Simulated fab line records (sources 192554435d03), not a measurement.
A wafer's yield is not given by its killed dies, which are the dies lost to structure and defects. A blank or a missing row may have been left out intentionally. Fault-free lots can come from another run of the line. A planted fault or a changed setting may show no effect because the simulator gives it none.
fab line records	flow n5Finfet
record lots=10	wafers=30	lastDay=17
route steps=1938 shown BEOL_M10@1505 BEOL_M11@1541 PASSIVATION@1936
lots with no fault: from the same line, run without faults
startH: hours from the record's first day to the start of the lot's first wafer shown	waitH: hours elapsed since this lot's preceding step	" the same as in the row above	L1.1+2: a row that stands for several wafers	- no value, or no start was given	* or withheld: withheld	< > ~ a bound
route shown NAME@n: names a module that has steps shown in the file, with the first one's number in the route	usual: mean/standard deviation taken from wafers without a fault	same: alike in all rows	chamber/n: place in a boat	sites: per-site readings	_std_site: standard deviation across them	_edge_site: the outer-site mean with the inner-site mean subtracted	radiusMm: how far each site lies from the wafer's centre	mask NAME#n: copy n	behind: the tool/chamber that last shaped the wafer	hold: cause of the lot's hold/its duration in hours/its outcome	device: the n, p or np transistor that did not switch	end of line: at the end of the route, the tests of the same wafers	where a step has no rows: the recipe by itself	killed: not the wafer's yield, but the dies lost to structure and defects at the first sort	map: per-die view of a wafer (x killed, . not killed, _ where there is no die)
set.NAME: the setting as run; set.NAME@STEP: as run at that earlier step	model.NAME: the simulator's own value behind a step, which no gauge read
steps of the route over a sample of lots; a table a step, a row a wafer
services: a tool's chamber out of use, with start hour (startH, from the record's first day; less than 0 if before it), hours out, and reason
## steps
# step N5_BEOL_M10_DESCUM_33
# recipe chemistry=O2	timeS=7.9	sourcePowerW=50	biasPowerW=20	pressureMtorr=20	rfFrequencyHz=2.712e+07	tempC=40	resist=CAR-ArF	o2FlowSccm=225
# usual biasPowerW=20.00/0.055	drypumpMotorCurrentA=5.7/0.53	oesProductAu=0.81/0.09	rfVppV=243.3/1.3	showerheadPlenumPTorr=2.10/0.068	tempC=40.01/0.097	throttleValvePct=20.42/0.21
lot.wafer	tool	chamber	startH	waitH	biasPowerW	drypumpMotorCurrentA	oesProductAu	rfHoursCounterH	rfVppV	showerheadPlenumPTorr	tempC	throttleValvePct
L441.1	rieDiel-01	0	225.17	0.1	20.00	5.3	0.91	26	242.6	2.14	40.01	20.64
L441.2	"	1	"	"	20.04	4.8	0.89	39	242.4	2.04	40.01	20.08
L441.3	"	3	"	"	20.01	5.8	0.87	48	243.8	2.14	40.16	20.38
L443.1	rieDiel-06	1	228.81	0.1	20.03	5.3	0.68	247	241.5	2.05	40.08	20.44
L443.2	"	3	"	"	20.00	6.8	0.74	188	245.5	2.17	40.09	20.60
L443.4	"	0	"	"	20.00	5.5	0.76	157	244.3	2.17	39.92	20.57
L444.1	rieDiel-04	2	231.78	0.0	19.99	6.5	0.90	31	244.8	2.22	40.08	20.35
L444.5	"	3	"	"	20.07	5.6	0.73	-	240.9	1.98	39.80	20.21
L444.6	"	2	"	"	20.04	6.5	0.89	-	244.0	2.22	39.91	20.34
L442.1	rieDiel-04	1	232.41	0.5	19.98	5.6	0.69	230	242.2	2.06	39.96	20.43
L442.2	"	0	"	"	20.07	5.6	0.96	5	242.9	2.06	39.89	20.53
L442.4	"	3	"	"	20.14	5.6	0.73	211	241.7	1.98	40.00	20.20
L451.1	rieDiel-06	0	278.63	0.0	19.99	5.5	0.72	179	244.4	2.17	39.96	20.62
L451.3	"	0	"	"	19.92	5.5	0.73	-	242.7	2.17	40.02	20.59
L451.6	"	0	"	"	20.01	5.5	0.73	-	243.8	2.17	40.10	20.61
L452.3	rieDiel-04	2	286.79	0.4	19.94	6.5	0.86	53	243.5	2.21	39.97	20.37
L452.4	"	0	"	"	19.98	5.6	0.90	-	242.5	2.06	39.87	20.56
L452.5	"	3	"	"	19.94	5.6	0.70	-	240.8	1.97	39.90	20.24
L453.2	rieDiel-06	3	286.86	0.3	20.05	6.8	0.72	211	243.8	2.17	39.93	20.63
L453.5	"	3	"	"	20.01	6.8	0.71	-	244.7	2.17	39.99	20.64
L453.6	"	0	"	"	19.92	5.5	0.72	-	244.7	2.16	40.03	20.61
L455.1	rieDiel-06	3	294.85	0.3	19.95	6.8	0.71	214	245.2	2.17	40.10	20.65
L455.3	"	2	"	"	19.95	5.4	0.86	47	242.1	2.04	39.89	20.31
L455.4	"	0	"	"	20.06	5.5	0.72	-	244.3	2.16	39.99	20.63
L463.2	rieDiel-01	0	352.09	0.0	19.93	5.4	0.84	71	244.3	2.13	40.25	20.72
L463.4	"	2	"	"	20.00	5.5	0.68	239	242.5	2.06	39.93	20.36
L463.6	"	0	"	"	19.96	5.4	0.84	-	243.7	2.13	40.17	20.72
L464.3	rieDiel-06	2	359.04	0.5	19.99	5.4	0.82	73	242.9	2.03	40.01	20.33
L464.4	"	1	"	"	20.05	5.4	0.90	17	243.6	2.04	40.08	20.03
L464.5	"	2	"	"	19.95	5.4	0.82	-	241.6	2.03	40.12	20.34
# step N5_BEOL_M10_ETCH_65
# recipe chemistry=CF4	target=SiARC	targetDepthA=390	maskMaterial=CAR-ArF	timeS=65	ionEnergyEv=80	pressureMtorr=40	sourceW=545	biasW=36	Ar_flow_sccm=100	cf4FlowSccm=100	ends=cleared
# usual drypumpMotorCurrentA=5.7/0.53	etchRfOnTimeS=64.8/0.9	oesProductAu=0.69/0.076	rfVppV=184.2/1	showerheadPlenumPTorr=2.15/0.063	throttleValvePct=15.60/0.19
lot.wafer	tool	chamber	startH	waitH	drypumpMotorCurrentA	etchRfOnTimeS	oesProductAu	rfHoursCounterH	rfVppV	showerheadPlenumPTorr	throttleValvePct
L441.1	rieDiel-01	0	225.20	0.0	5.4	63.8	0.78	26	184.0	2.19	15.72
L441.2	"	1	"	"	4.9	65.1	0.74	39	181.5	2.10	15.32
L441.3	"	3	"	"	5.8	65.6	0.75	48	183.8	2.17	15.47
L443.1	rieDiel-06	1	228.85	0.0	5.3	64.8	0.58	247	183.3	2.11	15.77
L443.2	"	3	"	"	6.8	65.4	0.63	188	186.4	2.21	15.72
L443.4	"	0	"	"	5.5	64.9	0.64	157	185.3	2.22	15.79
L444.1	rieDiel-04	2	231.81	0.0	6.5	65.3	0.77	31	185.0	2.27	15.51
L444.5	"	3	"	"	5.6	63.9	0.62	-	182.5	2.04	15.49
L444.6	"	2	"	"	6.5	65.2	0.77	-	185.1	2.27	15.50
L442.1	rieDiel-04	1	232.45	0.0	5.6	66.2	0.58	230	184.2	2.11	15.65
L442.2	"	0	"	"	5.6	63.4	0.82	5	184.7	2.11	15.59
L442.4	"	3	"	"	5.7	64.3	0.63	211	182.6	2.04	15.50
L451.1	rieDiel-06	0	278.72	0.1	5.6	66.3	0.62	179	185.6	2.21	15.83
L451.3	"	0	"	"	5.5	66.5	0.61	-	185.2	2.21	15.82
L451.6	"	0	"	"	5.5	66.0	0.62	-	184.9	2.21	15.82
L452.3	rieDiel-04	2	286.83	0.0	6.5	65.1	0.74	53	186.9	2.26	15.55
L452.4	"	0	"	"	5.6	63.7	0.77	-	183.5	2.10	15.62
L452.5	"	3	"	"	5.6	64.5	0.61	-	181.7	2.03	15.52
L453.2	rieDiel-06	3	286.90	0.0	6.8	65.5	0.61	211	185.9	2.20	15.78
L453.5	"	3	"	"	6.8	64.5	0.62	-	184.2	2.20	15.77
L453.6	"	0	"	"	5.5	65.1	0.62	-	185.9	2.21	15.84
L455.1	rieDiel-06	3	294.88	0.0	6.8	65.1	0.61	214	184.2	2.20	15.78
L455.3	"	2	"	"	5.4	64.1	0.73	47	183.1	2.09	15.48
L455.4	"	0	"	"	5.5	64.6	0.62	-	185.1	2.21	15.85
L463.2	rieDiel-01	0	352.13	0.0	5.4	64.0	0.72	71	185.4	2.17	15.81
L463.4	"	2	"	"	5.5	65.7	0.58	239	183.1	2.12	15.67
L463.6	"	0	"	"	5.4	63.9	0.72	-	184.3	2.17	15.81
L464.3	rieDiel-06	2	359.07	0.0	5.4	65.7	0.71	73	183.0	2.08	15.54
L464.4	"	1	"	"	5.3	63.2	0.78	17	183.4	2.10	15.28
L464.5	"	2	"	"	5.4	65.8	0.70	-	184.0	2.08	15.52
# step N5_BEOL_M10_TRENCH_ETCH_37
# recipe chemistry=C4F6/O2	targetDepthA=1488.3	target=SiCOH_lowk	timeS=48	ionEnergyEv=250	pressureMtorr=30	sourceW=345	biasW=185	Ar_flow_sccm=300	C4F6_flow_sccm=10	O2_flow_sccm=10
# usual drypumpMotorCurrentA=5.7/0.53	oes_ar_750_au=0.80/0.085	oesProductAu=0.80/0.09	rfVppV=661/4.5	showerheadPlenumPTorr=2.86/0.083	throttleValvePct=20.92/0.19
lot.wafer	tool	chamber	startH	waitH	drypumpMotorCurrentA	oes_ar_750_au	oesProductAu	rfHoursCounterH	rfVppV	showerheadPlenumPTorr	throttleValvePct
L441.1	rieDiel-01	0	-	-	5.4	0.90	0.91	26	662	2.91	21.14
L441.2	"	1	"	"	4.9	0.87	0.88	40	652	2.78	20.66
L441.3	"	3	"	"	5.8	0.88	0.87	48	657	2.88	20.79
L443.1	rieDiel-06	1	-	-	5.4	0.68	0.68	248	652	2.80	21.01
L443.2	"	3	"	"	6.8	0.74	0.73	188	662	2.94	21.00
L443.4	"	0	"	"	5.5	0.75	0.74	158	666	2.95	21.06
L444.1	rieDiel-04	2	-	-	6.5	0.90	0.91	32	666	3.02	20.93
L444.5	"	3	"	"	5.6	0.73	0.73	-	664	2.70	20.72
L444.6	"	2	"	"	6.5	0.90	0.89	-	666	3.02	20.93
L442.1	rieDiel-04	1	-	-	5.6	0.69	0.69	230	663	2.80	20.86
L442.2	"	0	"	"	5.6	0.95	0.96	5	659	2.81	21.07
L442.4	"	3	"	"	5.6	0.73	0.73	212	663	2.70	20.68
L451.1	rieDiel-06	0	-	-	5.5	0.73	0.72	179	666	2.94	21.09
L451.3	"	0	"	"	5.5	0.73	0.72	-	667	2.94	21.08
L451.6	"	0	"	"	5.5	0.73	0.72	-	667	2.94	21.07
L452.3	rieDiel-04	2	-	-	6.5	0.87	0.86	53	665	3.01	20.97
L452.4	"	0	"	"	5.6	0.90	0.90	-	659	2.81	21.08
L452.5	"	3	"	"	5.6	0.72	0.71	-	662	2.69	20.75
L453.2	rieDiel-06	3	-	-	6.8	0.72	0.71	211	662	2.92	21.05
L453.5	"	3	"	"	6.8	0.72	0.71	-	660	2.93	21.05
L453.6	"	0	"	"	5.5	0.73	0.72	-	667	2.93	21.08
L455.1	rieDiel-06	3	-	-	6.8	0.72	0.70	215	660	2.92	21.03
L455.3	"	2	"	"	5.4	0.87	0.86	47	657	2.79	20.90
L455.4	"	0	"	"	5.5	0.72	0.71	-	667	2.93	21.10
L463.2	rieDiel-01	0	-	-	5.3	0.83	0.84	71	663	2.89	21.20
L463.4	"	2	"	"	5.5	0.68	0.68	239	664	2.82	20.95
L463.6	"	0	"	"	5.3	0.84	0.85	-	663	2.89	21.21
L464.3	rieDiel-06	2	-	-	5.4	0.84	0.82	73	655	2.78	20.93
L464.4	"	1	"	"	5.4	0.90	0.90	17	652	2.79	20.62
L464.5	"	2	"	"	5.4	0.83	0.82	-	656	2.78	20.94
# step N5_BEOL_M11_COAT_59
# recipe resist=SOC	tempC=250	timeS=60	spinRpm=1500	resistThkNm=100
# usual plateTempC=249.96/0.16	spinSpeedRpm=1500.0/1.1
lot.wafer	tool	chamber	startH	waitH	plateTempC	spinSpeedRpm
L441.1	lithoTrack-02	0	230.18	0.1	250.16	1500.1
L441.2	"	0	"	"	250.12	1500.3
L441.3	"	0	"	"	250.12	1499.3
L443.1	lithoTrack-04	0	235.91	0.1	249.71	1499.2
L443.2	"	0	"	"	249.88	1499.2
L443.4	"	0	"	"	249.82	1500.1
L444.1	lithoTrack-04	0	236.46	0.1	250.22	1501.4
L444.5	"	0	"	"	249.92	1501.2
L444.6	"	0	"	"	250.24	1500.4
L442.1	lithoTrack-02	0	239.35	0.1	249.91	1500.2
L442.2	"	0	"	"	249.92	1500.2
L442.4	"	0	"	"	249.94	1500.0
L451.1	lithoTrack-02	0	284.02	0.1	250.10	1909.2
L451.3	"	0	"	"	250.18	1907.0
L451.6	"	0	"	"	250.15	1907.0
L452.3	lithoTrack-02	0	291.71	0.1	249.87	1906.4
L452.4	"	0	"	"	250.03	1906.8
L452.5	"	0	"	"	249.97	1906.7
L453.2	lithoTrack-01	0	292.05	0.1	250.12	1498.9
L453.5	"	0	"	"	250.03	1500.6
L453.6	"	0	"	"	249.87	1500.3
L455.1	lithoTrack-01	0	299.78	0.1	250.22	1499.5
L455.3	"	0	"	"	250.07	1498.9
L455.4	"	0	"	"	250.11	1501.7
L463.2	lithoTrack-04	0	356.58	0.1	249.70	1500.1
L463.4	"	0	"	"	249.67	1499.8
L463.6	"	0	"	"	249.90	1500.1
L464.3	lithoTrack-04	0	365.32	0.1	250.02	1501.0
L464.4	"	0	"	"	250.22	1500.5
L464.5	"	0	"	"	249.98	1499.9
# step N5_PASSIVATION_PROBE_49
# usual defectLimitedYield=91.5/1.4	killed_at_M0_to_M3=33/10	killed_at_M4_up=13/5	killedAtContacts=13/5.6	killedAtFrontEnd=38/12	killedAtOther=3.9/2.7	killedDies=100/16	killedOpen=66/13	killedShort=32/7.2	sort_bin_5_function=5.0/0.97	sort_bin_6_memory=3.2/0.61	sortNPass=1080/16	sortYieldPct=91.5/1.4
# same grossDies=1180	killedAtBackSide=0	sort_bin_4_leakage[%]=0	sort_bin_8_speed[%]=0
lot.wafer	tool	chamber	startH	waitH	defectLimitedYield[%]	killed_at_M0_to_M3	killed_at_M4_up	killedAtContacts	killedAtFrontEnd	killedAtOther	killedDies	killedOpen	killedShort	sort_bin_5_function[%]	sort_bin_6_memory[%]	sortNPass	sortYieldPct[%]
L451.6	prober-02	-	327.37	0.3	90.1	26	18	23	44	6	117	80	36	6.0	3.6	1063	90.1
# killed by level:class
L451.6 STI_FIN_REVEAL:geometricParticle:open=18 MOL_CONTACT_COAG:geometricParticle:open=17 FIN_SAQP:geometricParticle:short=8 BEOL_M2:geometricParticle:open=7 MOL_CONTACT_COAG:geometricParticle:short=6 BEOL_M3:geometricParticle:open=6 STI_FIN_REVEAL:geometricParticle:short=5 BEOL_M5:geometricParticle:open=5
## services
tool	chamber	startH	hours	kind
rieDiel-04	0	204.28	-	clean
rieDiel-04	0	204.28	-	consumableReplace:focusRing
rieDiel-04	0	204.28	17.3	scheduledDown
rieDiel-04	0	204.28	17.3	ventCycle
rieDiel-04	1	217.32	5.2	repair
rieDiel-06	1	242.35	55.8	repair
rieDiel-04	0	265.68	8.2	repair
rieDiel-06	2	272.24	7.4	repair
lithoTrack-01	-	281.54	-	consumableReplace:filter
rieDiel-04	1	282.28	-	clean
rieDiel-04	1	282.28	-	consumableReplace:focusRing
rieDiel-04	1	282.28	15.7	scheduledDown
rieDiel-04	1	282.28	15.7	ventCycle
rieDiel-06	1	298.26	-	clean
rieDiel-06	1	298.26	-	consumableReplace:focusRing
rieDiel-06	1	298.26	15.7	scheduledDown
rieDiel-06	1	298.26	15.7	ventCycle
rieDiel-04	2	302.97	9.8	repair
rieDiel-04	3	333.62	-	clean
rieDiel-04	3	333.62	-	consumableReplace:focusRing
rieDiel-04	3	333.62	-	consumableReplace:showerhead
rieDiel-04	3	333.62	16.5	scheduledDown
rieDiel-04	3	333.62	16.5	ventCycle
lithoTrack-04	-	364.29	-	consumableReplace:filter
## key
firstSign step=N5_BEOL_M11_COAT_59	reading=spinSpeedRpm	direction=up	sigmas=99+	usual=*	struck=*
effect none on later readings
metAt N5_BEOL_M11_COAT_59
struckLots L451,L452
notActingAt N5_BEOL_M10_DESCUM_33,N5_BEOL_M10_ETCH_65,N5_BEOL_M10_TRENCH_ETCH_37
onsetBetween 239.35 284.02
fault kind=processParameterDrift	tool=lithoTrack-02	chamber=-	onsetH=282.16	steps=N5_BEOL_M11_COAT_59	channel=spinRpm	offset=*	shape=step	endH=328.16	actsIn=*	stated=*
